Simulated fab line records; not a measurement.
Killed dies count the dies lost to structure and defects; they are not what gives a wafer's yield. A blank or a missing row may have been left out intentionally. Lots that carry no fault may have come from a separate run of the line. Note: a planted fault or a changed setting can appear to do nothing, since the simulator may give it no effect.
Chamber matching :: flow n5_finfet :: pecvd-04 running N5_BEOL_M1_PECVD_72: 3 sister chambers
The step deposits SiO2 from TEOS/O2, target thk 16 nm, time 18 s. 6 wafers are shown with their chamber, then 11 later ones without.

WAFERS WITH THEIR CHAMBER
wafer: L085.2
chamber: 1
throttle_valve_pct (%): 24.7
showerhead_plenum_p_Torr (Torr): 8.83

wafer: L086.1
chamber: 0
throttle_valve_pct (%): 22.7
showerhead_plenum_p_Torr (Torr): 8.96

wafer: L086.4
chamber: 0
throttle_valve_pct (%): 22.7
showerhead_plenum_p_Torr (Torr): 8.98

wafer: L087.2
chamber: 1
throttle_valve_pct (%): 24.7
showerhead_plenum_p_Torr (Torr): 8.81

wafer: L087.5
chamber: 2
throttle_valve_pct (%): 21.2
showerhead_plenum_p_Torr (Torr): 8.86

wafer: L090.1
chamber: 2
throttle_valve_pct (%): 21.4
showerhead_plenum_p_Torr (Torr): 8.87

WAFERS WITHOUT THEIR CHAMBER
wafer: L090.4
throttle_valve_pct (%): 24.9
showerhead_plenum_p_Torr (Torr): 8.84

wafer: L090.5
throttle_valve_pct (%): 22.4
showerhead_plenum_p_Torr (Torr): 8.99

wafer: L092.1
throttle_valve_pct (%): 22.7
showerhead_plenum_p_Torr (Torr): 8.95

wafer: L092.2
throttle_valve_pct (%): 21.2
showerhead_plenum_p_Torr (Torr): 8.87

wafer: L092.5
throttle_valve_pct (%): 21.3
showerhead_plenum_p_Torr (Torr): 8.86

wafer: L096.1
throttle_valve_pct (%): 21.4
showerhead_plenum_p_Torr (Torr): 8.84

wafer: L096.2
throttle_valve_pct (%): 22.9
showerhead_plenum_p_Torr (Torr): 9.00

wafer: L096.3
throttle_valve_pct (%): 24.7
showerhead_plenum_p_Torr (Torr): 8.82

wafer: L097.4
throttle_valve_pct (%): 24.7
showerhead_plenum_p_Torr (Torr): 8.79

wafer: L097.5
throttle_valve_pct (%): 21.3
showerhead_plenum_p_Torr (Torr): 8.85

wafer: L097.6
throttle_valve_pct (%): 22.8
showerhead_plenum_p_Torr (Torr): 8.98

WHICH CHAMBER EACH ONE RAN IN
wafer: L090.4
from the rows above: 1
in truth: 1

wafer: L090.5
from the rows above: 0
in truth: 0

wafer: L092.1
from the rows above: 0
in truth: 0

wafer: L092.2
from the rows above: 2
in truth: 2

wafer: L092.5
from the rows above: 2
in truth: 2

wafer: L096.1
from the rows above: 2
in truth: 2

wafer: L096.2
from the rows above: 0
in truth: 0

wafer: L096.3
from the rows above: 1
in truth: 1

wafer: L097.4
from the rows above: 1
in truth: 1

wafer: L097.5
from the rows above: 2
in truth: 2

wafer: L097.6
from the rows above: 0
in truth: 0
Correctly placed: 11 of 11. From these rows, 0 cannot be placed. Placed wrongly: 0.
How it was worked out, from the rows above alone: a wafer's distance from a chamber is the root of the sum, over the readings, of the square of ((its reading less the chamber's mean) divided by the reading's scatter). The wafer belongs to the nearest chamber; if the next one is less than 2 further off, it can't be placed. For every chamber, the mean is computed from those of its wafers that are shown. The scatter is the square root of a quotient: the sum, over the shown wafers, of each reading's squared deviation from its chamber's mean, divided by wafers minus chambers.
